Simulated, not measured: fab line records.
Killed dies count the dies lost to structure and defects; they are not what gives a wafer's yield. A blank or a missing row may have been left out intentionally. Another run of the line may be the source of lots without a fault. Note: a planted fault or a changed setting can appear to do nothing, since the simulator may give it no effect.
A struck lot beside a sound one | flow nand_harc | 22 steps out of a route of 1302
Sound: these wafers, L733.3, L733.4, L733.5. Struck: wafer L740.3. (L740.1, L740.2 of the same lot were not struck and are left out.) The cause comes at the end.
Order at every step that has rows: each side's tool, ch and its chambers, its first start. Under that, the readings that differ: sound wafers | struck wafers | difference of the means | sigmas: that difference in standard deviations of wafers without a fault.
alike: same words and numbers on both sides, and readings whose means sit less than 2 such deviations apart. not compared: any withheld reading, any reading some wafer has no value for, any bound like >300 that may hide the same value, and any number with overlapping values for which the record gives no deviation.
A row with sigmas, a row that says differs or no value, or rows on one side alone: a step with any of these is where the two part. Non-overlapping numbers with no deviation appear without sigmas and do not part them. A reading missing from all wafers of one side parts the sides only when that side holds two or more wafers.

NHARC_A_CHANNEL_HOLE_D2_CD_MEAS_18:
  sound: cd_sem-03 at day 14 04:21; struck: cd_sem-02 at day 17 18:40
  alike: cd_nm
NHARC_A_CHANNEL_HOLE_D2_ETCH_19: etches the open film in C4F8/O2/Ar, time 34.5 s.
  sound on har_etch-01 ch 0,1, day 14 05:27; struck on har_etch-02 ch 0, day 17 18:44
  alike: drypump_motor_current_A, mfc_ar_sccm, o2_flow_sccm, showerhead_plenum_p_Torr, throttle_valve_pct
  not compared: rf_hours_counter_h
then, 3 steps without rows for these wafers: NHARC_A_CHANNEL_HOLE_D2_ETCH_20 (etches the open film in C4F8/O2/Ar, time 361.9 s, target depth 1600 nm); NHARC_A_CHANNEL_HOLE_D2_ETCH_21 (etches the open film in C4F8/O2/Ar, time 514.3 s, target depth 1600 nm); NHARC_A_CHANNEL_HOLE_D2_ETCH_22 (etches the open film in C4F8/O2/Ar, time 666.7 s, target depth 1600 nm).
NHARC_A_CHANNEL_HOLE_D2_ETCH_23: etches the open film in C4F8/O2/Ar, time 819 s, target depth 1600 nm.
  sound on har_etch-01 ch 0,1, day 14 07:04; struck on har_etch-02 ch 0, day 17 20:10
  alike: drypump_motor_current_A, mfc_ar_sccm, o2_flow_sccm, showerhead_plenum_p_Torr, throttle_valve_pct
  not compared: rf_hours_counter_h
NHARC_A_CHANNEL_HOLE_D2_ETCH_24: etches the open film in C4F8/O2/Ar, time 906.2 s, target depth 1500 nm.
  sound on har_etch-01 ch 0,1, day 14 07:47; struck on har_etch-02 ch 0, day 17 20:52
  alike: drypump_motor_current_A, mfc_ar_sccm, o2_flow_sccm, showerhead_plenum_p_Torr, throttle_valve_pct
  not compared: rf_hours_counter_h
then, 1 step without rows for these wafers: NHARC_A_CHANNEL_HOLE_D2_ETCH_25 (etches the open film in C4F8/O2/Ar, time 1040.2 s, target depth 1500 nm).
NHARC_A_CHANNEL_HOLE_D2_ETCH_26: etches the open film in C4F8/O2/Ar, time 224.1 s, target depth 300 nm.
  sound on har_etch-01 ch 0,1, day 14 09:15; struck on har_etch-02 ch 0, day 17 22:31
  alike: drypump_motor_current_A, mfc_ar_sccm, o2_flow_sccm, showerhead_plenum_p_Torr, throttle_valve_pct
  not compared: rf_hours_counter_h
then, 3 steps without rows for these wafers: NHARC_A_CHANNEL_HOLE_D2_ETCH_27 (etches the open film in C4F8/O2/Ar, time 90 s, target depth 400 nm); NHARC_A_CHANNEL_HOLE_D2_STRIP_41 (strips in N2/H2); NHARC_A_CHANNEL_HOLE_D2_STRIP_42 (strips in CF4/CHF3).
NHARC_A_CHANNEL_HOLE_D2_STRIP_43: strips in O2/COS.
  sound on rie_diel-06 ch 0,2, day 14 10:04; struck on rie_diel-07 ch 0,1,3, day 17 23:24
NHARC_A_CHANNEL_HOLE_D2_ETCH_44: etches the open film in CF4/O2, target depth 140 nm, overetch 14 nm, time 77 s.
  sound on rie_diel-06 ch 0,1,2, day 14 10:08; struck on rie_diel-07 ch 0, day 17 23:28
  alike: drypump_motor_current_A, mfc_ar_sccm, o2_flow_sccm, oes_f_703_au, oes_product_au, rf_vpp_V, showerhead_plenum_p_Torr, throttle_valve_pct
  not compared: rf_hours_counter_h
then, 3 steps without rows for these wafers: NHARC_A_CHANNEL_HOLE_D2_STRIP_28 (strips in O2); NHARC_A_CHANNEL_HOLE_D2_PRECLEAN_29 (cleans in SC1); NHARC_A_CHANNEL_HOLE_D2_SRD_30.
NHARC_A_CHANNEL_HOLE_D2_CD_MEAS_31:
  sound: cd_sem-03 at day 14 10:55; struck: cd_sem-02 at day 18 00:15
  alike: cd_nm
next, for these wafers, 1 step has no rows: NHARC_A_CHANNEL_HOLE_D2_XSEM_32.
NHARC_A_CHANNEL_HOLE_D2_INSPECT_40:
  sound: defect_inspect-01 at day 14 11:07; struck: defect_inspect-02 at day 18 00:26
  reading          | sound       | struck | difference | sigmas
  raw_defect_count | 294 388 274 | 577    | +258       | +3
then, 1 step without rows for these wafers: NHARC_A_CHANNEL_FILL_D2_PRECLEAN_00 (cleans in SC1).
-- break in the record here, with 11 days between the starts of the struck wafers on either side (left off in module A_CHANNEL_FILL_D2, picked up again in module END, where the first step shown is number 1302 on the route) --
NHARC_END_SORT_01:
  only the struck wafers appear in the record here, on prober-01 ch 0 at day 28 19:05; the sound ones have no rows

== WHERE THEY PART ==
Last at NHARC_END_SORT_01 as far as this record goes, first at NHARC_A_CHANNEL_HOLE_D2_INSPECT_40.

WHY: what the simulator had put in
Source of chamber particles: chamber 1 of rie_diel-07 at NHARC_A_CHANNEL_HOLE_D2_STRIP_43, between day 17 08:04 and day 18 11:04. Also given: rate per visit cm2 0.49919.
